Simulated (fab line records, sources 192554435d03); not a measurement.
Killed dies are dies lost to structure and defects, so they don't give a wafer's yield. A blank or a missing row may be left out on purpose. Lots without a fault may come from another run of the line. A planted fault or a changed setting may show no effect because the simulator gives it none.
A struck lot beside a sound one | flow n5_finfet | 17 steps out of a route of 1938
Sound: wafers L593.3, L593.4, L593.5. Struck: wafers L609.3, L609.5. The cause comes at the end.
At each step with rows: each side's tool, then ch and its chambers, then its first start. Under that, the readings that differ: sound wafers | struck wafers | difference of the means | sigmas: that difference in standard deviations of wafers without a fault.
alike: readings whose means differ by less than 2 such deviations, and words and numbers that are the same on both sides. not compared: withheld readings, readings that some wafer has no value for, bounds like >300 that may hide the same value, and numbers for which the record gives no deviation and whose values overlap.
The two part at a step that has a row with sigmas, a row that says differs or no value, or rows on one side only. Numbers that don't overlap but have no deviation are shown without sigmas and don't part them. A reading that every wafer of one side lacks parts them only if that side has two wafers or more.

N5_SDB_OVL_MEAS_12:
  sound on overlay-01 ch 0, day 4 07:10; struck on overlay-01 ch 0, day 8 04:35
  alike: SDB_OVL
N5_SDB_INSPECT_13: inspects for defects (brightfield).
  sound on defect_inspect-02, day 4 07:11; struck on defect_inspect-01, day 8 04:37
  alike: raw_defect_count
then, 1 step without rows for these wafers: N5_SDB_DESCUM_16 (chemistry O2, time 7.9 s).
N5_SDB_ETCH_17: etches SiARC in CF4, target depth 23.4 nm, time 39 s.
  sound on rie_diel-02 ch 1,2, day 4 07:16; struck on rie_diel-06 ch 0,2, day 8 04:41
  alike: drypump_motor_current_A, etch_rf_on_time_s, oes_product_au, rf_vpp_V, showerhead_plenum_p_Torr, throttle_valve_pct
  not compared: rf_hours_counter_h
N5_SDB_ETCH_18: etches SOC in N2/H2, target depth 100 nm, overetch 20 nm, time 150 s.
  sound on rie_diel-02 ch 1,2, day 4 07:18; struck on rie_diel-06 ch 0,2, day 8 04:43
  alike: drypump_motor_current_A, oes_product_au, rf_vpp_V, showerhead_plenum_p_Torr, throttle_valve_pct
  not compared: rf_hours_counter_h
then, 1 step without rows for these wafers: N5_SDB_STRIP_19 (strips in N2/H2).
N5_SDB_STRIP_21: strips in CF4.
  sound on rie_diel-02 ch 1,2, day 4 07:26; struck on rie_diel-06 ch 0,2, day 8 04:51
  alike: drypump_motor_current_A, oes_product_au, rf_vpp_V, showerhead_plenum_p_Torr, throttle_valve_pct
  not compared: rf_hours_counter_h
N5_SDB_HM_OPEN_20: chemistry CH3F/O2, target SiNx, stops on poly-Si, target depth 24 nm.
  sound on rie_diel-02 ch 1,2, day 4 07:28; struck on rie_diel-06 ch 0,2, day 8 04:52
  reading      | sound       | struck  | difference | sigmas
  rf_vpp_V (V) | 289 295 292 | 307 302 | +12        | +2
  alike: drypump_motor_current_A, oes_product_au, showerhead_plenum_p_Torr, throttle_valve_pct
  not compared: rf_hours_counter_h
then, 3 steps without rows for these wafers: N5_SDB_STRIP_22 (strips in N2/H2); N5_SDB_PRECLEAN_23 (cleans in dHF, time 30 s); N5_SDB_DUMMY_REMOVE_24 (chemistry TMAH, target poly-Si, stops on SiO2, target depth 142 nm, time 57 s, rinse time 30 s).
N5_SDB_ETCH_25: etches SiO2 in C4F6/O2, target depth 10 nm, time 3.3 s.
  sound on rie_diel-02 ch 1,3, day 4 07:46; struck on rie_diel-05 ch 0,3, day 8 05:20
  alike: drypump_motor_current_A, oes_product_au, rf_vpp_V, showerhead_plenum_p_Torr, throttle_valve_pct
  not compared: rf_hours_counter_h
N5_SDB_CUT_ETCH_26: etches Si in HBr/Cl2/O2, target depth 129.6 nm, bt time 20 s, time 51.8 s.
  sound on rie_si-01 ch 0,1, day 4 07:50; struck on rie_si-02 ch 0, day 8 05:25
  reading                                 | sound             | struck    | difference | sigmas
  model.etch.depth_nm (nm)                | 129.7 129.8 130.3 | 179 178.3 | +49        |
  model.SDB.feature_depth_nm (nm)         | 129.8 129.8 130.4 | 179 178.2 | +49        |
  model.SiNx_of_SDB_HM_DEP_00.thk_nm (nm) | 22.8 23.8 23      | 15.2 16   | -7.6       |
  alike: drypump_motor_current_A, oes_product_au, throttle_valve_pct
  not compared: rf_hours_counter_h
N5_SDB_PRECLEAN_38: cleans in dHF, time 10 s.
  sound on wet_bench-05 ch 1,2,4, day 4 07:58; struck on wet_bench-03 ch 2,7, day 8 05:32
  reading                                 | sound        | struck    | difference | sigmas
  model.SiNx_of_SDB_HM_DEP_00.thk_nm (nm) | 22.8 23.6 23 | 15.2 15.8 | -7.6       |
then, 1 step without rows for these wafers: N5_SDB_PRECLEAN_39 (cleans in O3/DIW, time 45 s).
-- the record jumps here: 5 days lie between the struck wafers' starts before and after (it left off in module SDB and takes up again in module BEOL_M4, whose first step shown is number 1111 of the route) --
N5_BEOL_M4_RC_MEAS_101:
  sound on prober-02 ch 0, day 9 14:14; struck on prober-02 ch 0, day 13 06:20
  alike: DIBL_N, DIBL_P, IOFF_N, IOFF_P, ION_N, ION_P, SS_N, SS_P, VT_N, VT_P
then, 1 step without rows for these wafers: N5_PASSIVATION_PROBE_49.

WHERE THEY PART
Only at N5_SDB_HM_OPEN_20, within this record. Later steps at which nothing parts them and some readings are alike: N5_SDB_ETCH_25, N5_SDB_CUT_ETCH_26, N5_BEOL_M4_RC_MEAS_101.

WHY: what the simulator had put in
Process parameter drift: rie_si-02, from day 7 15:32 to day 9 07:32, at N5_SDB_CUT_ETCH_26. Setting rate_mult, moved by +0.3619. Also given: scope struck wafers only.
